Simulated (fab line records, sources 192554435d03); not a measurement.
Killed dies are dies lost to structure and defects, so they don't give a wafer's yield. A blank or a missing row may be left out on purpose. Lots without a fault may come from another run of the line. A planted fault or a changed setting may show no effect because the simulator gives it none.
A struck lot beside a sound one | flow n5_finfet | 37 steps out of a route of 1938
Sound: wafers L150.3, L150.5, L150.6. Struck: wafer L145.4. (L145.3, L145.5 of the same lot were not struck and are left out.) The cause comes at the end.
At each step with rows: each side's tool, then ch and its chambers, then its first start. Under that, the readings that differ: sound wafers | struck wafers | difference of the means | sigmas: that difference in standard deviations of wafers without a fault.
alike: readings whose means differ by less than 2 such deviations, and words and numbers that are the same on both sides. not compared: withheld readings, readings that some wafer has no value for, bounds like >300 that may hide the same value, and numbers for which the record gives no deviation and whose values overlap.
The two part at a step that has a row with sigmas, a row that says differs or no value, or rows on one side only. Numbers that don't overlap but have no deviation are shown without sigmas and don't part them. A reading that every wafer of one side lacks parts them only if that side has two wafers or more.

first, 9 steps without rows for these wafers: N5_PASSIVATION_HMDS_03 (time 60 s); N5_PASSIVATION_COAT_04; N5_PASSIVATION_EBR_06; N5_PASSIVATION_SOFTBAKE_05 (time 90 s); N5_PASSIVATION_EXPOSE_07 (exposes mask TV, defocus 0 nm, target cd 3000 nm); N5_PASSIVATION_PEB_08; N5_PASSIVATION_DEVELOP_09 (develop time 60 s); N5_PASSIVATION_HARDBAKE_11 (time 120 s); N5_PASSIVATION_DESCUM_12 (chemistry O2, time 7.9 s).
N5_PASSIVATION_PASS_ETCH_74: etches SiNx in CF4/O2, target depth 220 nm, time 110 s.
  sound on rie_diel-06 ch 0,1,2, day 17 21:31; struck on rie_diel-04 ch 0, day 16 16:08
  reading      | sound       | struck | difference | sigmas
  rf_vpp_V (V) | 240 238 242 | 248    | +8         | +2
  alike: drypump_motor_current_A, oes_product_au, showerhead_plenum_p_Torr, throttle_valve_pct
  not compared: rf_hours_counter_h
then, 26 steps without rows for these wafers: N5_PASSIVATION_VIA_ETCH_13 (etches SiO2 in CHF3/O2, target depth 660 nm, time 330 s); N5_PASSIVATION_STRIP_14 (strips in O2); N5_PASSIVATION_ETCH_15 (etches SiCN in CF4/N2, target depth 75 nm, time 81.2 s); N5_PASSIVATION_STRIP_73 (strips in post etch residue remover, time 60 s); N5_PASSIVATION_SRD_17 (time 30 s, dry time 30 s); N5_PASSIVATION_DEGAS_18 (time 60 s); N5_PASSIVATION_PRE_CLEAN_19; N5_PASSIVATION_SPUTTER_20 (material TaN, target thk 50 nm); N5_PASSIVATION_AL_DEP_21 (deposits Al, target thk 2800 nm, time 170 s); N5_PASSIVATION_HMDS_23 (time 60 s); N5_PASSIVATION_COAT_24; N5_PASSIVATION_EBR_26; N5_PASSIVATION_SOFTBAKE_25 (time 90 s); N5_PASSIVATION_EXPOSE_27 (exposes mask PAD, defocus 0 nm); N5_PASSIVATION_PEB_28; N5_PASSIVATION_DEVELOP_29 (develop time 60 s); N5_PASSIVATION_HARDBAKE_31 (time 120 s); N5_PASSIVATION_DESCUM_32 (chemistry O2, time 7.9 s); N5_PASSIVATION_AL_ETCH_33 (etches Al in Cl2/BCl3, stops on TaN, target depth 2800 nm, time 466.7 s); N5_PASSIVATION_ETCH_59 (etches TaN in Cl2/BCl3, target depth 65 nm, time 34.9 s); N5_PASSIVATION_STRIP_34 (strips in O2); N5_PASSIVATION_STRIP_51 (strips in post etch residue remover, time 1200 s); N5_PASSIVATION_CLEAN_69 (cleans in IPA, time 180 s); N5_PASSIVATION_SRD_70 (time 30 s); N5_PASSIVATION_PECVD_53 (deposits SiO2 from TEOS/O2, target thk 800 nm, time 169.4 s); N5_PASSIVATION_PECVD_35 (deposits SiNx from SiH4/NH3/N2, target thk 700 nm, time 151.3 s).
N5_PASSIVATION_PROBE_49:
  the record has rows for the struck wafers here (prober-02, day 16 22:44) and none for the sound ones

WHERE THEY PART
First at N5_PASSIVATION_PASS_ETCH_74; last, within this record, at N5_PASSIVATION_PROBE_49.

WHY: what the simulator had put in
Chamber particle source: rie_diel-04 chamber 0, from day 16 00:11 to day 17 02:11, at N5_PASSIVATION_PASS_ETCH_74. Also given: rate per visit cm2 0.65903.
